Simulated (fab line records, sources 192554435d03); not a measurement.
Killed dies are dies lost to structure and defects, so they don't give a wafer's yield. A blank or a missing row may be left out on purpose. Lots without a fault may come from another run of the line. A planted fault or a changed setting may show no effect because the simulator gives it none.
fab line records | flow n5_finfet
record lots=24 wafers=72 last_day=18
route steps=1938 shown BEOL_M1@799 BEOL_M2@844
lots that met no fault: from a run of the same line without faults
start_h: hours from the record's first day to the start of the lot's first wafer shown | wait_h: hours since the lot's step before | " the same as in the row above | L1.1+2: a row that stands for several wafers | - no value, or no start given | * or withheld: withheld | < > ~ a bound
route shown NAME@n: a module of which the file shows steps, and the number in the route of the first | usual: mean/standard deviation of fault-free wafers | same: alike in all rows | chamber/n: place in a boat | sites: the reading at each site | _std_site: their standard deviation | _edge_site: outer sites' mean less inner sites' | radius_mm: how far each site lies from the wafer's centre | mask NAME#n: copy n | behind: the tool/chamber that last shaped the wafer | hold: why the lot was held/for how many hours/how that ended | device: the transistor (n, p or np) that didn't switch | end of line: the same wafers' tests at the end of the route | a step without rows: its recipe alone | killed: dies lost to structure and defects at the first sort, not the wafer's yield | map: a wafer's dies, x killed, . not, _ none there
set.NAME: the setting as run; set.NAME@STEP: as run at that earlier step | model.NAME: the simulator's own value behind a step, which no gauge read
steps of the route over a sample of lots; a table a step, a row a wafer
services: from which hour (start_h, from the record's first day; less than 0 if before it) a tool's chamber was out of use, for how many hours, and why
## steps
# step N5_BEOL_M1_STRIP_36
# recipe chemistry=N2/H2 power_w=450 temp_c=40 pressure_mtorr=20 rf_frequency_hz=6e+07 overash_fraction=0.3 bias_power_w=7 h2_frac=0.5 n2_flow_sccm=200 h2_flow_sccm=200
# usual drypump_motor_current_A=5.6/0.45 oes_product_au=0.79/0.085 rf_vpp_V=59.1/1.4 showerhead_plenum_p_Torr=2.52/0.088 throttle_valve_pct=23.6/0.34
# columns lot.wafer tool chamber start_h wait_h drypump_motor_current_A oes_product_au rf_hours_counter_h rf_vpp_V showerhead_plenum_p_Torr throttle_valve_pct
L074.2 rie_diel-05 2 135.00 0.0 5.8 0.75 125 58.8 2.55 24.0
L074.3 " 3 " " 5.4 0.84 65 58.5 2.56 23.7
L074.5 " 2 " " 5.8 0.75 - 59.2 2.55 24.0
L075.2 rie_diel-04 2 138.04 0.0 5.0 0.75 163 58.7 2.44 23.7
L075.4 " 1 " " 5.0 0.69 222 59.3 2.49 23.4
L075.6 " 1 " " 5.0 0.68 - 58.6 2.49 23.4
L076.3 rie_diel-04 1 140.54 0.0 5.0 0.69 223 58.4 2.49 23.4
L076.4 " 2 " " 5.0 0.75 163 59.6 2.44 23.8
L076.6 " 0 " " 6.3 0.89 - 59.6 2.49 24.0
L077.1 rie_diel-05 3 142.10 0.0 5.4 0.84 67 59.5 2.55 23.7
L077.2 " 1 " " 5.5 0.74 155 59.9 2.42 23.1
L077.3 " 2 " " 5.8 0.73 128 57.8 2.54 24.0
L078.1 rie_diel-03 0 153.08 0.0 5.8 0.72 162 58.7 2.65 24.0
L078.2 " 3 " " 5.9 0.94 11 60.5 2.56 23.1
L078.5 " 3 " " 5.8 0.94 - 59.6 2.56 23.2
L079.1 rie_diel-04 2 156.88 0.0 5.0 0.74 168 59.0 2.43 23.8
L079.3 " 0 " " 6.3 0.87 39 57.5 2.49 24.0
L079.5 " 0 " " 6.3 0.86 - 57.0 2.49 24.0
L080.4 rie_diel-04 0 165.34 0.0 6.3 0.86 42 59.2 2.49 24.0
L080.5 " 1 " " 5.0 0.68 - 59.3 2.49 23.4
L080.6 " 0 " " 6.3 0.87 - 60.4 2.49 24.0
L081.2 rie_diel-05 0 171.96 0.0 6.0 0.94 25 59.1 2.50 23.4
L081.3 " 1 " " 5.5 0.74 165 60.2 2.41 23.1
L081.4 " 2 " " 5.8 0.74 138 57.9 2.54 24.0
L082.3 rie_diel-04 3 176.85 0.0 5.4 0.87 33 58.6 2.71 23.2
L082.4 " 1 " " 5.0 0.68 233 61.3 2.48 23.4
L082.6 " 2 " " 5.0 0.74 - 58.0 2.43 23.7
L083.1 rie_diel-05 1 181.66 0.0 5.5 0.73 167 59.6 2.41 23.1
L083.4 " 3 " " 5.4 0.83 79 58.9 2.55 23.7
L083.5 " 1 " " 5.5 0.74 - 58.3 2.41 23.1
L084.2 rie_diel-04 1 186.80 0.0 5.1 0.68 237 58.7 2.48 23.4
L084.3 " 2 " " 5.0 0.73 177 56.3 2.43 23.8
L084.6 " 2 " " 5.0 0.73 - 58.7 2.43 23.7
L085.3 rie_diel-04 3 204.33 0.0 5.4 0.86 42 59.3 2.71 23.2
L085.5 " 2 " " 5.0 0.74 - 55.6 2.43 23.8
L085.6 " 3 " " 5.4 0.85 - 60.4 2.70 23.2
L087.1 rie_diel-05 1 213.01 0.0 5.5 0.75 176 59.8 2.41 23.1
L087.2 " 2 " " 5.8 0.73 149 59.2 2.54 24.0
L087.5 " 1 " " 5.5 0.73 - 60.2 2.41 23.1
L088.1 rie_diel-04 1 215.45 0.0 5.1 0.68 245 58.9 2.48 23.4
L088.5 " 1 " " 5.1 0.68 - 59.3 2.48 23.4
L088.6 " 2 " " 5.0 0.72 - 59.5 2.43 23.8
L086.2 rie_diel-03 1 216.18 0.0 4.9 0.93 15 61.1 2.62 24.0
L086.3 " 0 " " 5.8 0.69 185 60.2 2.64 24.1
L086.6 " 2 " " 5.9 0.69 - 59.9 2.40 23.6
L089.1 rie_diel-05 2 216.97 0.0 5.8 0.72 150 60.3 2.54 24.0
L089.2 " 1 " " 5.5 0.74 177 59.2 2.41 23.1
L089.6 " 0 " " 6.1 0.91 - 57.7 2.49 23.4
L090.1 rie_diel-04 0 220.17 0.0 6.3 0.84 58 58.1 2.48 24.1
L090.4 " 3 " " 5.4 0.86 46 60.1 2.70 23.2
L090.5 " 3 " " 5.4 0.85 - 57.5 2.70 23.2
L091.1 rie_diel-03 0 232.84 0.0 5.8 0.70 191 59.5 2.64 24.1
L091.4 " 1 " " 4.9 0.93 20 63.4 2.62 24.1
L091.5 " 3 " " 5.9 0.88 - 61.5 2.55 23.2
L092.2 rie_diel-04 2 237.75 0.0 5.0 0.73 191 58.5 2.42 23.8
L092.3 " 3 " " 5.4 0.85 50 59.0 2.70 23.2
L092.6 " 3 " " 5.4 0.85 - 59.9 2.70 23.2
L093.2 rie_diel-03 0 244.37 0.0 5.8 0.70 194 61.4 2.63 24.1
L093.5 " 0 " " 5.8 0.71 - 58.7 2.63 24.1
L093.6 " 1 " " 4.9 0.92 - 57.5 2.61 24.1
L094.2 rie_diel-05 2 255.62 0.0 5.8 0.72 161 60.2 2.53 24.0
L094.3 " 0 " " 6.1 0.89 49 56.6 2.49 23.4
L094.4 " 0 " " 6.1 0.91 - 59.2 2.49 23.4
L096.3 rie_diel-03 1 257.91 0.0 4.9 0.90 29 60.5 2.61 24.1
L096.4 " 2 " " 6.0 0.69 241 60.2 2.40 23.6
L096.5 " 1 " " 4.9 0.90 - 59.9 2.61 24.1
L095.3 rie_diel-04 0 260.57 0.0 6.3 0.82 71 59.2 2.47 24.0
L095.5 " 1 " " 5.0 0.94 - 56.8 2.48 23.1
L095.6 " 2 " " 5.0 0.72 - 60.8 2.42 23.8
L097.2 rie_diel-05 1 277.85 0.0 5.5 0.72 190 59.7 2.40 23.1
L097.4 " 2 " " 5.8 0.72 167 59.4 2.53 24.0
L097.5 " 3 " " 5.4 0.79 - 60.0 2.54 23.7
# step N5_BEOL_M1_DEGAS_44
# recipe ambient=vacuum temp_c=250 time_s=60
# usual heater_power_w=321/27
# same time_s=60
# columns lot.wafer tool chamber start_h wait_h heater_power_w
L074.2 pvd_sputter-01 - 135.51 0.2 352
L074.3 " - " " 335
L074.5 " - " " 345
L075.2 pvd_sputter-02 - 139.25 0.9 316
L075.4 " - " " 338
L075.6 " - " " 338
L076.3 pvd_sputter-01 - 141.92 1.0 346
L076.4 " - " " 348
L076.6 " - " " 350
L077.1 pvd_sputter-02 - 142.61 0.2 275
L077.2 " - " " 336
L077.3 " - " " 336
L078.1 pvd_sputter-01 - 154.14 0.7 346
L078.2 " - " " 350
L078.5 " - " " 344
L079.1 pvd_sputter-02 - 158.63 1.4 340
L079.3 " - " " 332
L079.5 " - " " 333
L080.4 pvd_sputter-01 - 165.98 0.3 346
L080.5 " - " " 344
L080.6 " - " " 348
L081.2 pvd_sputter-03 - 172.44 0.1 303
L081.3 " - " " 295
L081.4 " - " " 273
L082.3 pvd_sputter-02 - 177.55 0.3 312
L082.4 " - " " 337
L082.6 " - " " 284
L083.1 pvd_sputter-02 - 182.41 0.4 343
L083.4 " - " " 282
L083.5 " - " " 336
L084.2 pvd_sputter-02 - 187.27 0.1 337
L084.3 " - " " 318
L084.6 " - " " 315
L085.3 pvd_sputter-03 - 204.80 0.1 278
L085.5 " - " " 265
L085.6 " - " " 301
L087.1 pvd_sputter-01 - 213.87 0.5 344
L087.2 " - " " 340
L087.5 " - " " 335
L088.1 pvd_sputter-01 - 216.57 0.8 350
L088.5 " - " " 359
L088.6 " - " " 345
L086.2 pvd_sputter-02 - 216.67 0.1 328
L086.3 " - " " 341
L086.6 " - " " 331
L089.1 pvd_sputter-01 - 219.16 1.8 341
L089.2 " - " " 345
L089.6 " - " " 348
L090.1 pvd_sputter-01 - 220.65 0.1 347
L090.4 " - " " 355
L090.5 " - " " 345
L091.1 pvd_sputter-03 - 233.98 0.8 310
L091.4 " - " " 298
L091.5 " - " " 272
L092.2 pvd_sputter-03 - 238.34 0.2 297
L092.3 " - " " 301
L092.6 " - " " 305
L093.2 pvd_sputter-03 - 245.11 0.3 301
L093.5 " - " " 304
L093.6 " - " " 280
L094.2 pvd_sputter-02 - 257.76 1.8 282
L094.3 " - " " 338
L094.4 " - " " 332
L096.3 pvd_sputter-02 - 258.30 0.0 275
L096.4 " - " " 330
L096.5 " - " " 334
L095.3 pvd_sputter-03 - 261.40 0.5 294
L095.5 " - " " 295
L095.6 " - " " 303
L097.2 pvd_sputter-02 - 278.85 0.6 340
L097.4 " - " " 312
L097.5 " - " " 333
# step N5_BEOL_M1_ANNEAL_49
# recipe temp_c=400 time_s=240 ambient=vacuum
# usual heater_power_w=796/68
# same time_s=240
# columns lot.wafer tool chamber start_h wait_h heater_power_w
L074.2 pvd_sputter-01 - 136.24 0.0 865
L074.3 " - " " 903
L074.5 " - " " 855
L075.2 pvd_sputter-01 - 140.00 0.0 836
L075.4 " - " " 887
L075.6 " - " " 862
L076.3 pvd_sputter-03 - 142.64 0.0 737
L076.4 " - " " 703
L076.6 " - " " 756
L077.1 pvd_sputter-02 - 143.40 0.0 829
L077.2 " - " " 705
L077.3 " - " " 786
L078.1 pvd_sputter-02 - 154.95 0.0 823
L078.2 " - " " 855
L078.5 " - " " 690
L079.1 pvd_sputter-02 - 159.45 0.0 833
L079.3 " - " " 838
L079.5 " - " " 840
L080.4 pvd_sputter-01 - 166.72 0.0 879
L080.5 " - " " 874
L080.6 " - " " 871
L081.2 pvd_sputter-02 - 174.43 0.0 703
L081.3 " - " " 813
L081.4 " - " " 776
L082.3 pvd_sputter-02 - 178.41 0.0 695
L082.4 " - " " 783
L082.6 " - " " 866
L083.1 pvd_sputter-02 - 184.77 0.0 844
L083.4 " - " " 778
L083.5 " - " " 705
L084.2 pvd_sputter-02 - 189.35 0.0 717
L084.3 " - " " 829
L084.6 " - " " 689
L085.3 pvd_sputter-03 - 205.63 0.0 748
L085.5 " - " " 744
L085.6 " - " " 747
L087.1 pvd_sputter-02 - 214.81 0.0 828
L087.2 " - " " 696
L087.5 " - " " 776
L088.1 pvd_sputter-01 - 217.20 0.0 870
L088.5 " - " " 849
L088.6 " - " " 903
L086.2 pvd_sputter-03 - 217.44 0.0 756
L086.3 " - " " 742
L086.6 " - " " 693
L089.1 pvd_sputter-03 - 220.04 0.0 742
L089.2 " - " " 731
L089.6 " - " " 732
L090.1 pvd_sputter-02 - 221.40 0.0 766
L090.4 " - " " 839
L090.5 " - " " 827
L091.1 pvd_sputter-03 - 234.92 0.0 739
L091.4 " - " " 784
L091.5 " - " " 700
L092.2 pvd_sputter-03 - 239.12 0.0 767
L092.3 " - " " 763
L092.6 " - " " 678
L093.2 pvd_sputter-01 - 246.11 0.0 871
L093.5 " - " " 863
L093.6 " - " " 885
L094.2 pvd_sputter-02 - 258.54 0.0 792
L094.3 " - " " 845
L094.4 " - " " 840
L096.3 pvd_sputter-01 - 259.17 0.0 856
L096.4 " - " " 839
L096.5 " - " " 867
L095.3 pvd_sputter-03 - 262.18 0.0 754
L095.5 " - " " 748
L095.6 " - " " 761
L097.2 pvd_sputter-01 - 279.70 0.0 876
L097.4 " - " " 900
L097.5 " - " " 867
# step N5_BEOL_M1_ANNEAL_91
# recipe temp_c=400 time_s=240 ambient=vacuum
# usual heater_power_w=797/69
# same time_s=240
# columns lot.wafer tool chamber start_h wait_h heater_power_w
L074.2 pvd_sputter-01 - 137.34 0.0 874
L074.3 " - " " 905
L074.5 " - " " 861
L075.2 pvd_sputter-01 - 141.10 0.0 846
L075.4 " - " " 864
L075.6 " - " " 871
L076.3 pvd_sputter-03 - 143.74 0.0 747
L076.4 " - " " 687
L076.6 " - " " 756
L077.1 pvd_sputter-02 - 144.50 0.0 836
L077.2 " - " " 692
L077.3 " - " " 781
L078.1 pvd_sputter-02 - 156.05 0.0 842
L078.2 " - " " 817
L078.5 " - " " 690
L079.1 pvd_sputter-02 - 160.55 0.0 831
L079.3 " - " " 837
L079.5 " - " " 840
L080.4 pvd_sputter-01 - 167.82 0.0 895
L080.5 " - " " 871
L080.6 " - " " 857
L081.2 pvd_sputter-02 - 175.53 0.0 697
L081.3 " - " " 823
L081.4 " - " " 786
L082.3 pvd_sputter-02 - 179.51 0.0 699
L082.4 " - " " 795
L082.6 " - " " 872
L083.1 pvd_sputter-02 - 185.87 0.0 828
L083.4 " - " " 780
L083.5 " - " " 705
L084.2 pvd_sputter-02 - 190.45 0.0 707
L084.3 " - " " 841
L084.6 " - " " 688
L085.3 pvd_sputter-03 - 206.73 0.0 760
L085.5 " - " " 760
L085.6 " - " " 750
L087.1 pvd_sputter-02 - 215.91 0.0 842
L087.2 " - " " 691
L087.5 " - " " 782
L088.1 pvd_sputter-01 - 218.30 0.0 874
L088.5 " - " " 852
L088.6 " - " " 907
L086.2 pvd_sputter-03 - 218.54 0.0 715
L086.3 " - " " 764
L086.6 " - " " 680
L089.1 pvd_sputter-03 - 221.14 0.0 752
L089.2 " - " " 726
L089.6 " - " " 757
L090.1 pvd_sputter-02 - 222.50 0.0 785
L090.4 " - " " 832
L090.5 " - " " 846
L091.1 pvd_sputter-03 - 236.02 0.0 754
L091.4 " - " " 746
L091.5 " - " " 684
L092.2 pvd_sputter-03 - 240.22 0.0 753
L092.3 " - " " 755
L092.6 " - " " 681
L093.2 pvd_sputter-01 - 247.21 0.0 852
L093.5 " - " " 852
L093.6 " - " " 880
L094.2 pvd_sputter-02 - 259.64 0.0 772
L094.3 " - " " 829
L094.4 " - " " 839
L096.3 pvd_sputter-01 - 260.27 0.0 872
L096.4 " - " " 866
L096.5 " - " " 855
L095.3 pvd_sputter-03 - 263.37 0.0 734
L095.5 " - " " 747
L095.6 " - " " 751
L097.2 pvd_sputter-01 - 280.80 0.0 874
L097.4 " - " " 910
L097.5 " - " " 870
# step N5_BEOL_M2_HM_DEP_02
# recipe material=TiN target_thk_a=200 temp_c=25 chamber_pressure_pa=0.49996
# usual throttle_valve_pct=29.9/1.1
# columns lot.wafer tool chamber start_h wait_h throttle_valve_pct
L074.2 pvd_sputter-02 - 139.51 0.4 29.3
L074.3 " - " " 29.6
L074.5 " - " " 29.0
L075.2 pvd_sputter-01 - 142.97 0.1 31.0
L075.4 " - " " 29.1
L075.6 " - " " 29.9
L076.3 pvd_sputter-03 - 146.04 0.5 29.0
L076.4 " - " " 29.4
L076.6 " - " " 30.5
L077.1 pvd_sputter-03 - 148.72 2.3 28.9
L077.2 " - " " 30.4
L077.3 " - " " 30.5
L078.1 pvd_sputter-02 - 158.79 0.9 29.3
L078.2 " - " " 29.0
L078.5 " - " " 28.0
L079.1 pvd_sputter-01 - 162.72 0.4 32.3
L079.3 " - " " 28.9
L079.5 " - " " 30.0
L080.4 pvd_sputter-02 - 171.02 1.3 28.3
L080.5 " - " " 29.3
L080.6 " - " " 28.9
L081.2 pvd_sputter-01 - 177.75 0.4 32.1
L081.3 " - " " 28.9
L081.4 " - " " 30.8
L082.3 pvd_sputter-02 - 182.01 0.5 29.4
L082.4 " - " " 29.0
L082.6 " - " " 29.1
L083.1 pvd_sputter-01 - 189.82 2.1 30.2
L083.4 " - " " 29.0
L083.5 " - " " 30.8
L084.2 pvd_sputter-03 - 193.32 1.0 29.2
L084.3 " - " " 30.4
L084.6 " - " " 29.1
L085.3 pvd_sputter-01 - 209.31 0.6 30.9
L085.5 " - " " 30.6
L085.6 " - " " 29.3
L087.1 pvd_sputter-03 - 219.20 1.4 30.5
L087.2 " - " " 29.1
L087.5 " - " " 28.8
L088.1 pvd_sputter-01 - 220.33 0.2 31.9
L088.5 " - " " 30.0
L088.6 " - " " 29.1
L086.2 pvd_sputter-02 - 221.04 0.5 29.4
L086.3 " - " " 29.5
L086.6 " - " " 29.4
L089.1 pvd_sputter-01 - 225.40 2.2 29.8
L089.2 " - " " 32.3
L089.6 " - " " 29.1
L090.1 pvd_sputter-01 - 226.10 1.3 30.0
L090.4 " - " " 32.5
L090.5 " - " " 29.1
L091.1 pvd_sputter-01 - 238.07 0.2 30.0
L091.4 " - " " 31.0
L091.5 " - " " 29.3
L092.2 pvd_sputter-03 - 242.26 0.2 30.4
L092.3 " - " " 29.3
L092.6 " - " " 30.3
L093.2 pvd_sputter-03 - 250.29 1.3 29.2
L093.5 " - " " 30.3
L093.6 " - " " 29.0
L094.2 pvd_sputter-03 - 261.70 0.2 29.2
L094.3 " - " " 29.2
L094.4 " - " " 30.6
L096.3 pvd_sputter-01 - 266.46 4.1 32.3
L096.4 " - " " 29.1
L096.5 " - " " 29.2
L095.3 pvd_sputter-01 - 267.74 2.5 29.8
L095.5 " - " " 28.8
L095.6 " - " " 30.9
L097.2 pvd_sputter-01 - 283.50 0.9 30.7
L097.4 " - " " 30.0
L097.5 " - " " 29.3
# step N5_BEOL_M2_CD_MEAS_11
# recipe target_cd_nm=16.79 landing_energy_ev=500 detector=se_inlens polarity=opening
# usual cd_nm=16.72/0.23
# columns lot.wafer tool chamber start_h wait_h cd_nm
L074.2 cd_sem-02 0 139.91 - 17.11
L074.3 " 0 " " 16.37
L074.5 " 0 " " 16.81
L075.2 cd_sem-03 0 143.37 - 16.92
L075.4 " 0 " " 16.89
L075.6 " 0 " " 16.75
L076.3 cd_sem-01 0 146.44 - 17.23
L076.4 " 0 " " 16.28
L076.6 " 0 " " 16.34
L077.1 cd_sem-03 0 149.13 - 16.75
L077.2 " 0 " " 16.76
L077.3 " 0 " " 16.88
L078.1 cd_sem-01 0 159.18 - 16.98
L078.2 " 0 " " 16.65
L078.5 " 0 " " 16.72
L079.1 cd_sem-02 0 163.23 - 16.80
L079.3 " 0 " " 16.80
L079.5 " 0 " " 17.05
L080.4 cd_sem-02 0 171.37 - 16.21
L080.5 " 0 " " 16.07
L080.6 " 0 " " 16.64
L081.2 cd_sem-03 0 178.27 - 16.80
L081.3 " 0 " " 16.47
L081.4 " 0 " " 16.87
L082.3 cd_sem-02 0 182.41 - 16.72
L082.4 " 0 " " 16.83
L082.6 " 0 " " 16.37
L083.1 cd_sem-03 0 190.22 - 17.07
L083.4 " 0 " " 16.87
L083.5 " 0 " " 16.33
L084.2 cd_sem-01 0 193.72 - 16.69
L084.3 " 0 " " 16.97
L084.6 " 0 " " 16.61
L085.3 cd_sem-03 0 209.71 - 16.23
L085.5 " 0 " " 16.65
L085.6 " 0 " " 16.85
L087.1 cd_sem-03 0 219.60 - 16.71
L087.2 " 0 " " 16.44
L087.5 " 0 " " 16.49
L088.1 cd_sem-03 0 220.80 - 16.60
L088.5 " 0 " " 16.57
L088.6 " 0 " " 16.77
L086.2 cd_sem-03 0 221.44 - 17.12
L086.3 " 0 " " 16.37
L086.6 " 0 " " 16.79
L089.1 cd_sem-03 0 225.92 - 16.81
L089.2 " 0 " " 16.52
L089.6 " 0 " " 16.85
L090.1 cd_sem-03 0 226.62 - 16.83
L090.4 " 0 " " 16.93
L090.5 " 0 " " 16.45
L091.1 cd_sem-02 0 238.47 - 16.56
L091.4 " 0 " " 16.74
L091.5 " 0 " " 16.77
L092.2 cd_sem-03 0 242.78 - 16.53
L092.3 " 0 " " 16.77
L092.6 " 0 " " 16.60
L093.2 cd_sem-03 0 250.81 - 16.53
L093.5 " 0 " " 16.87
L093.6 " 0 " " 16.45
L094.2 cd_sem-02 0 262.11 - 16.76
L094.3 " 0 " " 16.66
L094.4 " 0 " " 16.59
L096.3 cd_sem-02 0 266.86 - 16.87
L096.4 " 0 " " 16.44
L096.5 " 0 " " 16.95
L095.3 cd_sem-02 0 268.14 - 16.98
L095.5 " 0 " " 16.80
L095.6 " 0 " " 16.55
L097.2 cd_sem-02 0 283.90 - 16.38
L097.4 " 0 " " 16.79
L097.5 " 0 " " 16.68
## services
# columns tool chamber start_h hours kind
rie_diel-03 1 142.65 - clean
rie_diel-03 1 142.65 - consumable_replace:focus_ring
rie_diel-03 1 142.65 26.3 scheduled_down
rie_diel-03 1 142.65 26.3 vent_cycle
pvd_sputter-03 - 157.71 0.7 repair
rie_diel-03 2 161.67 4.7 repair
rie_diel-04 - 199.56 1.0 repair
rie_diel-04 1 231.91 - clean
rie_diel-04 1 231.91 - consumable_replace:focus_ring
rie_diel-04 1 231.91 14.9 scheduled_down
rie_diel-04 1 231.91 14.9 vent_cycle
rie_diel-05 - 243.98 0.4 repair
rie_diel-05 1 248.26 8.4 repair
rie_diel-05 - 265.91 4.3 pm
rie_diel-05 - 283.06 1.3 repair
## key
fault none
